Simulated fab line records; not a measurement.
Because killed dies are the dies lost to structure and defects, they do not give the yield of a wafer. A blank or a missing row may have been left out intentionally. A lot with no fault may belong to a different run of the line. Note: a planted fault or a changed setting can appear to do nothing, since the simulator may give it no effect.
8D (eight disciplines) problem report, filled in by code + flow n5_finfet + the parts of the form that need people (team, actions taken, sign-off) are left out

1. WHAT WENT WRONG
run_length_s at N5_BEOL_M15_ETCH_59 reads a mean of 99.6 s on 5 wafers of 3 lots; wafers without a fault read 91.1 s with a standard deviation of 0.4. That puts it +21 standard deviations away from the usual mean.
The step: etches BARC in N2/H2, target depth 89 nm, overetch 26.7 nm, time 67.9 s.
Seen first at day 15 22:48 on rie_diel-01, wafer L637.1. At this step, 33 wafers from 12 lots have a number in the record. Rule for "out", or "out of limits": more than 4 standard deviations from the usual mean. The other wafers with a number count as sound.

2. WHAT THIS IS AND IS NOT
| question                    | is                                     | is not                                                                                                          |
|-----------------------------|----------------------------------------|-----------------------------------------------------------------------------------------------------------------|
| which readings at this step | run_length_s                           | drypump_motor_current_A, oes_product_au, rf_fwd_power_W, rf_vpp_V, showerhead_plenum_p_Torr, throttle_valve_pct |
| which lots                  | L636, L637, L638                       | L618, L625, L626, L628, L631, L632, L634, L640, L641                                                            |
| which wafers of those lots  | L636.1, L636.3, L637.1, L638.1, L638.3 | L637.5                                                                                                          |
| read on which tools         | rie_diel-01                            | rie_diel-02, rie_diel-05                                                                                        |
| when                        | from day 15 22:48                      | up to then (22 sound wafers); but 6 sound wafers of L640, L641 came after                                       |

3. THE SUSPECTS, EACH WITH WHAT RULES IT OUT
Counting: a tool at a process step up to the reading stays a suspect if it ran every lot that is out. Sound lots after the first of them don't rule it out here, since some wafers of a struck lot are sound.
- rie_diel-01 at N5_BEOL_M15_ETCH_59 (etches BARC in N2/H2, target depth 89 nm, overetch 26.7 nm, time 67.9 s): kept. It processed each lot that is out (first: L637, day 15 22:48); up to then, its last sound lot is L634 (day 15 20:37). Its own run_length_s readings are out on those wafers.
The count leaves rie_diel-01 at N5_BEOL_M15_ETCH_59.

4. THE CAUSE (what the simulator had put in)
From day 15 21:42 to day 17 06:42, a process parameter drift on rie_diel-01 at N5_BEOL_M15_ETCH_59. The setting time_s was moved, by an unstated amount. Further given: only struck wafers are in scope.
The count eliminated every tool but this one.

5. THE CHAIN OF EFFECTS, in route order
Each row: a reading where the mean over the struck wafers with a number is more than 3 standard deviations away from the usual. Scope: only readings with a usual standard deviation given in the record; hours: median across lots of the time from each lot's start at the first step in this table that gives one to its start at this step; sigmas: change in usual standard deviations.
| hours | step                | reading      | usual  | on struck wafers | change | sigmas |
|-------|---------------------|--------------|--------|------------------|--------|--------|
| 0     | N5_BEOL_M15_ETCH_59 | run_length_s | 91.1 s | 99.6             | +8.5   | +21    |
It contains these process steps:
- N5_BEOL_M15_ETCH_59: etches BARC in N2/H2, target depth 89 nm, overetch 26.7 nm, time 67.9 s.
Later measuring or inspecting steps at which every struck wafer that the step has a row for has a number for every such reading, and none has moved that far: N5_BEOL_M15_CD_MEAS_17.

6. HOW IT WOULD HAVE BEEN CAUGHT EARLIER
In this record the first reading out of limits was taken at day 15 22:48, 1 hour after the fault began at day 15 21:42.
